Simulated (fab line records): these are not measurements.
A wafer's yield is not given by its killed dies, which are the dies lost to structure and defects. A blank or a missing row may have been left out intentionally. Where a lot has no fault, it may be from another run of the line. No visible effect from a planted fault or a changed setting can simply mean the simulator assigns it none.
Check of tool commonality | flow n5Finfet | Sampled: 8 lots, 24 wafers

## WHY THIS WAS OPENED
3 of 8 lots carry a flag on the reading M2_THK at N5_BEOL_M2_THK_MEAS_53. Fault-free wafers read 39.8 nm, with a standard deviation of 1.5.
Rule: a lot is flagged in two cases, either no wafer of it has a number, or all its wafers with numbers fall more than 4 standard deviations from that mean. As for the other lots, they are considered sound.

lot  | measured     | on           | M2_THK (nm), wafer by wafer | flag
L232 | day 8 15:39  | filmMetro-01 | 38.5 37.7 38.3              | 
L241 | day 10 19:52 | filmMetro-01 | 298.5 297.2 294.1           | FLAGGED
L242 | day 10 22:02 | filmMetro-01 | 294.3 298.5 298.3           | FLAGGED
L243 | day 10 22:53 | filmMetro-02 | 288.5 285.3 288.3           | FLAGGED
L246 | day 12 00:19 | filmMetro-02 | 36.2 38.4 40.7              | 
L247 | day 12 02:31 | filmMetro-01 | 39.8 37.9 37.9              | 
L248 | day 12 06:28 | filmMetro-01 | 37.2 43.1 37.8              | 
L249 | day 12 17:31 | filmMetro-02 | 38.2 38.4 38.8              | 
On average the flagged lots read 293.7 nm, which is +253.9 nm against the usual, or +99 or more standard deviations.

## WHICH TOOL RAN EACH LOT
3 process steps preceding the reading are held in the record, out of 1938 steps in the route. Each cell gives the tool, then ch followed by the chambers the sampled wafers passed through, then the start.
lot  | flag    | N5_BEOL_M2_SPUTTER_79       | N5_BEOL_M2_ANNEAL_89        | N5_BEOL_M2_CMP_52
L232 |         | pvdSputter-01, day 8 13:20  | pvdSputter-01, day 8 14:04  | cmp-01 ch 2,3, day 8 15:22
L241 | FLAGGED | pvdSputter-02, day 10 17:30 | pvdSputter-02, day 10 18:14 | cmp-01 ch 0,3, day 10 19:35
L242 | FLAGGED | pvdSputter-03, day 10 19:43 | pvdSputter-03, day 10 20:27 | cmp-01 ch 0,2,3, day 10 21:45
L243 | FLAGGED | pvdSputter-02, day 10 20:23 | pvdSputter-02, day 10 21:07 | cmp-03 ch 0,1, day 10 22:35
L246 |         | pvdSputter-01, day 11 21:43 | pvdSputter-01, day 11 22:27 | cmp-03 ch 1,3, day 12 00:03
L247 |         | pvdSputter-01, day 12 00:11 | pvdSputter-01, day 12 00:56 | cmp-03 ch 2,3, day 12 02:13
L248 |         | pvdSputter-03, day 12 01:58 | pvdSputter-03, day 12 02:42 | cmp-03 ch 1,3, day 12 06:11
L249 |         | pvdSputter-02, day 12 15:11 | pvdSputter-02, day 12 15:56 | cmp-01 ch 0,1,3, day 12 17:13
These steps, and what they do:
- N5_BEOL_M2_SPUTTER_79: material Cu, target thk 4.5 nm, time 8.29 s.
- N5_BEOL_M2_ANNEAL_89: time 240 s.
- N5_BEOL_M2_CMP_52: polishes, stops on SiOC, t overpolish 6.8 s, target thk 40 nm.
- N5_BEOL_M2_THK_MEAS_53: measures by xrf.

## FLAGGED OVER TOTAL, TOOL BY TOOL (the gauges that took the reading come last)
step                   | tool          | lots run | flagged | share of the flagged lots | sound lots run after its first flagged lot
N5_BEOL_M2_SPUTTER_79  | pvdSputter-01 | 3        | 0       | none                      | -
N5_BEOL_M2_SPUTTER_79  | pvdSputter-02 | 3        | 2       | some                      | 1 (L249)
N5_BEOL_M2_SPUTTER_79  | pvdSputter-03 | 2        | 1       | some                      | 1 (L248)
N5_BEOL_M2_ANNEAL_89   | pvdSputter-01 | 3        | 0       | none                      | -
N5_BEOL_M2_ANNEAL_89   | pvdSputter-02 | 3        | 2       | some                      | 1 (L249)
N5_BEOL_M2_ANNEAL_89   | pvdSputter-03 | 2        | 1       | some                      | 1 (L248)
N5_BEOL_M2_CMP_52      | cmp-01        | 4        | 2       | some                      | 1 (L249)
N5_BEOL_M2_CMP_52      | cmp-03        | 4        | 1       | some                      | 3 (L246,L247,L248)
N5_BEOL_M2_THK_MEAS_53 | filmMetro-01  | 5        | 2       | some                      | 2 (L247,L248)
N5_BEOL_M2_THK_MEAS_53 | filmMetro-02  | 3        | 1       | some                      | 2 (L246,L249)

## WHAT IS ALLOWED BY THE TABLE
No row of the table ran every flagged lot.

## WHAT THE SIMULATOR HAD INSERTED
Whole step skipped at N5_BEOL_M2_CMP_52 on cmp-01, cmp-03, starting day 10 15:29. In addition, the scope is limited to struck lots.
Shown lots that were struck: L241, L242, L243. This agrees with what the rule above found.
